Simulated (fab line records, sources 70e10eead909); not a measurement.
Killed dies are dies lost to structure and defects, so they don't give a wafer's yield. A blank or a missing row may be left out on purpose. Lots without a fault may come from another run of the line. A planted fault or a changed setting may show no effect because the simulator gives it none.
One fault seen from 3 desks | flow nand_harc | each desk has only its own numbers; what lay behind them comes last

THE DEFECT DESK
What the inspections along the route counted, lot by lot: means of the sampled wafers that have a number. A lot is out of limits, marked OUT, if its mean lies more than 4 standard deviations from the usual mean; the brackets give that distance.
Columns: A = raw_defect_count at NHARC_A_BLC_INSPECT_12, usual 76
lot  | first seen here | A
L663 | day 21 21:44    | 67
L664 | day 23 11:59    | 113
L666 | day 23 16:32    | 24
L668 | day 24 15:58    | 69
L669 | day 25 13:38    | 79
L671 | day 26 06:59    | 29
L676 | day 27 20:40    | 99
L678 | day 28 16:37    | 64
L680 | day 29 17:56    | 32
L683 | day 30 19:18    | 118
L685 | day 31 01:56    | 131
L684 | day 31 05:52    | 14
L686 | day 32 22:44    | 50
This desk's finding: nothing out of limits on any of the 13 lots.

THE METROLOGY DESK
What the gauges read, lot by lot, whatever tool the lot ran on: means of the sampled wafers that have a number. A lot is out of limits, marked OUT, if its mean lies more than 4 standard deviations from the usual mean; the brackets give that distance.
Columns: A = cd_nm at NHARC_A_BLC_CD_MEAS_10, usual 99.8 nm
lot  | first seen here | A
L663 | day 21 21:37    | 100.6
L664 | day 23 11:52    | 100.8
L666 | day 23 16:25    | 99.8
L668 | day 24 15:51    | 99.4
L669 | day 25 13:31    | 99.4
L671 | day 26 06:52    | 100.1
L676 | day 27 20:32    | 100.0
L678 | day 28 16:30    | 99.6
L680 | day 29 17:49    | 100.5
L683 | day 30 19:11    | 100.1
L685 | day 31 01:49    | 99.2
L684 | day 31 05:45    | 99.6
L686 | day 32 22:37    | 99.3
This desk's finding: nothing out of limits on any of the 13 lots.

THE TOOL OWNER'S DESK: rie_diel-08
The tool's own readings at NHARC_A_BLC_ETCH_17 (etches the open film in N2/H2, target depth 390 nm, time 609.38 s): means of the sampled wafers that have a number, for each lot that ran on this tool. A lot is out of limits, marked OUT, if its mean lies more than 4 standard deviations from the usual mean; the brackets give that distance.
Columns: A = chamber_pressure_mTorr at NHARC_A_BLC_ETCH_17, usual 30.00 mTorr; B = drypump_motor_current_A at NHARC_A_BLC_ETCH_17, usual 5.6 A; C = oes_product_au at NHARC_A_BLC_ETCH_17, usual 1.002 a.u.; D = rf_vpp_V at NHARC_A_BLC_ETCH_17, usual 429.8 V; E = run_length_s at NHARC_A_BLC_ETCH_17, usual 630.8 s; F = showerhead_plenum_p_Torr at NHARC_A_BLC_ETCH_17, usual 2.02 Torr; G = throttle_valve_pct at NHARC_A_BLC_ETCH_17, usual 14.170 %
lot  | first seen here | A     | B   | C     | D     | E               | F    | G
L663 | day 21 21:58    | 30.02 | 5.6 | 1.006 | 430.8 | 630.8           | 2.04 | 14.174
L668 | day 24 16:20    | 30.00 | 5.5 | 1.004 | 430.4 | 630.9           | 2.03 | 14.172
L669 | day 25 13:54    | 30.00 | 5.3 | 1.006 | 429.5 | 630.5           | 2.04 | 14.176
L671 | day 26 07:19    | 29.96 | 5.6 | 0.998 | 429.7 | 630.8           | 2.03 | 14.180
L676 | day 27 20:54    | 29.99 | 5.1 | 1.012 | 426.3 | 631.1           | 1.91 | 14.165
L678 | day 28 16:52    | 29.98 | 5.3 | 1.012 | 426.7 | 612.0 (-49) OUT | 1.89 | 14.163
L680 | day 29 18:13    | 30.00 | 5.4 | 0.997 | 429.9 | 612.0 (-49) OUT | 2.04 | 14.175
L686 | day 32 22:59    | 30.01 | 5.5 | 1.004 | 428.3 | 630.7           | 1.96 | 14.181
This desk's finding: out of limits on L678, L680; first on L678, day 28 16:52 (run_length_s at NHARC_A_BLC_ETCH_17). In limits: L663, L668, L669, L671, L676, L686.

PUT TOGETHER
The tool owner's desk could have raised an alarm at day 28 16:52, on L678, L680.
The defect desk saw nothing out of limits.
The metrology desk saw nothing out of limits.
The defect desk has L678, L680 on record, within its limits.
The metrology desk has L678, L680 on record, within its limits.
Of the lots named, all ran NHARC_A_BLC_ETCH_17 on rie_diel-08.

WHAT THE SIMULATOR HAD PUT IN
Process parameter drift: rie_diel-08, from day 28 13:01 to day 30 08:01, at NHARC_A_BLC_ETCH_17. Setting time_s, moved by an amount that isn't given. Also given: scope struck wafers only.
Lots struck among those shown: L678, L680.
Hours from the fault's start to each desk's first reading out of limits: the tool owner's desk, 4.
